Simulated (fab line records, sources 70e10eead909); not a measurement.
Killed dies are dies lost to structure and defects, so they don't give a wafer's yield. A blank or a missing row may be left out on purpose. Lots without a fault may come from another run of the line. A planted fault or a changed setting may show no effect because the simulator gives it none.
Chamber matching | flow nand_harc | NHARC_P_ZERO_WELL_DESCUM_54 on rie_diel-02: 4 sister chambers
The step chemistry O2, time 3 s. 7 wafers are shown with their chamber, then 7 later ones without.

WAFERS WITH THEIR CHAMBER
wafer  | chamber | showerhead_plenum_p_Torr (Torr) | oes_product_au (a.u.)
L426.1 | 1       | 1.79                            | 1.002
L426.4 | 1       | 1.79                            | 1.008
L427.1 | 2       | 1.91                            | 0.982
L427.2 | 0       | 2.02                            | 0.988
L427.5 | 0       | 2.02                            | 0.999
L437.1 | 3       | 1.92                            | 0.969
L437.4 | 2       | 1.90                            | 0.976

WAFERS WITHOUT THEIR CHAMBER
wafer  | showerhead_plenum_p_Torr (Torr) | oes_product_au (a.u.)
L437.5 | 1.92                            | 0.969
L441.1 | 2.01                            | 1.005
L441.4 | 1.92                            | 0.993
L441.6 | 2.01                            | 0.992
L444.1 | 1.90                            | 0.999
L444.2 | 1.92                            | 0.991
L444.3 | 2.01                            | 0.988

WHICH CHAMBER EACH WENT THROUGH
wafer  | from the rows above     | in truth
L437.5 | 3                       | 3
L441.1 | 0                       | 0
L441.4 | can't be placed: 3 or 2 | 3
L441.6 | 0                       | 0
L444.1 | 2                       | 2
L444.2 | can't be placed: 3 or 2 | 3
L444.3 | 0                       | 0
Placed correctly: 5 of 7. Can't be placed from these rows: 2 (the true chamber is among the candidates in 2). Placed wrongly: 0.
How it was worked out, from the rows above alone: a wafer's distance from a chamber is the root of the sum, over the readings, of the square of ((its reading less the chamber's mean) divided by the reading's scatter). The wafer belongs to the nearest chamber; if the next one is less than 2 further off, it can't be placed. A chamber's mean is the mean of its shown wafers. The scatter: the root of (the sum of the squares of (reading less its chamber's mean) over the shown wafers, divided by (wafers less chambers)).
